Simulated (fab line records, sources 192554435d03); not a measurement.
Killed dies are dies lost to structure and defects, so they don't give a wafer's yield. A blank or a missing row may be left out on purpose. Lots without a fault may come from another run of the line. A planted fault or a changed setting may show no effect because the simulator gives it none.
Split-lot experiment | flow n5_finfet | 7 lots, 21 wafers read, on a route of 1938 steps

THE SPLIT
At N5_BEOL_M10_ETCH_41 (etches SiCN in CH3F/O2, target depth 42.6 nm, time 86 s), the setting source_w was moved away from the recipe's 395 W on 8 of the 21 wafers read, by -5.5% to +11.4%. The other wafers ran this setting at the recipe's value.

The reading is taken at the split's own step.

THE READING
rf_vpp_V, in V, at N5_BEOL_M10_ETCH_41 (etches SiCN in CH3F/O2, target depth 42.6 nm, time 86 s). Fault-free wafers of this fab line usually give 297.5 V, standard deviation 1.7 V.

wafer  | tool, chamber at the split | source_w as run, W | against the recipe | rf_vpp_V, V | against lot-mates on the recipe
L086.1 | rie_diel-02, 1             | 395                | recipe             | 296.6       | -
L086.2 | rie_diel-02, 0             | 395                | recipe             | 297.2       | -
L086.4 | rie_diel-02, 3             | 416.8              | +5.5%              | 291.0       | -5.9
L085.1 | rie_diel-01, 0             | 395                | recipe             | 298.4       | -
L085.2 | rie_diel-01, 1             | 395                | recipe             | 296.0       | -
L085.3 | rie_diel-01, 3             | 395                | recipe             | 298.2       | -
L088.3 | rie_diel-02, 1             | 373.1              | -5.5%              | 301.3       | +1.8
L088.4 | rie_diel-02, 0             | 373.1              | -5.5%              | 300.8       | +1.3
L088.6 | rie_diel-02, 2             | 395                | recipe             | 299.5       | -
L089.1 | rie_diel-02, 1             | 434.1              | +9.9%              | 288.3       | -13.2
L089.4 | rie_diel-02, 2             | 395                | recipe             | 301.5       | -
L089.6 | rie_diel-02, 0             | 434.1              | +9.9%              | 286.4       | -15.1
L091.2 | rie_diel-01, 3             | 439.9              | +11.4%             | 287.2       | no lot-mate on the recipe
L091.3 | rie_diel-01, 1             | 439.9              | +11.4%             | 284.7       | no lot-mate on the recipe
L091.5 | rie_diel-01, 1             | 439.9              | +11.4%             | 286.2       | no lot-mate on the recipe
L090.1 | rie_diel-05, 0             | 395                | recipe             | 295.0       | -
L090.4 | rie_diel-05, 0             | 395                | recipe             | 295.5       | -
L090.6 | rie_diel-05, 2             | 395                | recipe             | 296.1       | -
L096.4 | rie_diel-05, 0             | 395                | recipe             | 295.1       | -
L096.5 | rie_diel-05, 0             | 395                | recipe             | 296.1       | -
L096.6 | rie_diel-05, 1             | 395                | recipe             | 295.4       | -

THE FIT
A straight line over all 21 wafers: rf_vpp_V changes by -0.934 V for each +1% of source_w; r = -0.95; the points scatter about the line by 1.7 V.
The same after taking each lot's own level away (the mean of its wafers on the recipe; 18 wafers): -1.1 V for each +1%; r = -0.93; scatter 1.9 V.
On that fit, the largest move of source_w shifts the reading by 13 V.
The lots' own levels span 295.53 to 301.50 V, that is 3.5 times the standard deviation above.
So the lot-to-lot level changes the slope: the two fits differ.
Check: with one of the wafers moved furthest among these (+9.9%) left out of the fit, the line predicts -11 V for it against its lot-mates. It came out at -13.2 V against them.
Tool readings at the split's step, against how far the setting was moved: rf_vpp_V r = -0.95.

OTHER SPLITS ON THESE WAFERS
These wafers also went through other splits before the reading. Each is held against what the fit with the lots' levels taken away leaves over:
other split on the same wafers   | wafers away from the commonest value | r with rf_vpp_V (lot level and that fit taken away)
N5_BEOL_M5_TRENCH_ETCH_37 time_s | 3                                    | +0.60
N5_BEOL_M7_PECVD_70 temp_c       | 10                                   | +0.34
N5_BEOL_M8_PECVD_70 temp_c       | 11                                   | +0.44
N5_BEOL_M8_EXPOSE_25 dose_mj     | 4                                    | +0.16
N5_BEOL_M8_DESCUM_33 time_s      | 6                                    | -0.31
N5_BEOL_M9_EXPOSE_25 dose_mj     | 8                                    | -0.74
N5_BEOL_M9_ETCH_66 time_s        | 8                                    | -0.36

THE FILE'S OWN FIT
rf_vpp_V changes by -1.14 V for each +1% of source_w, r = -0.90.
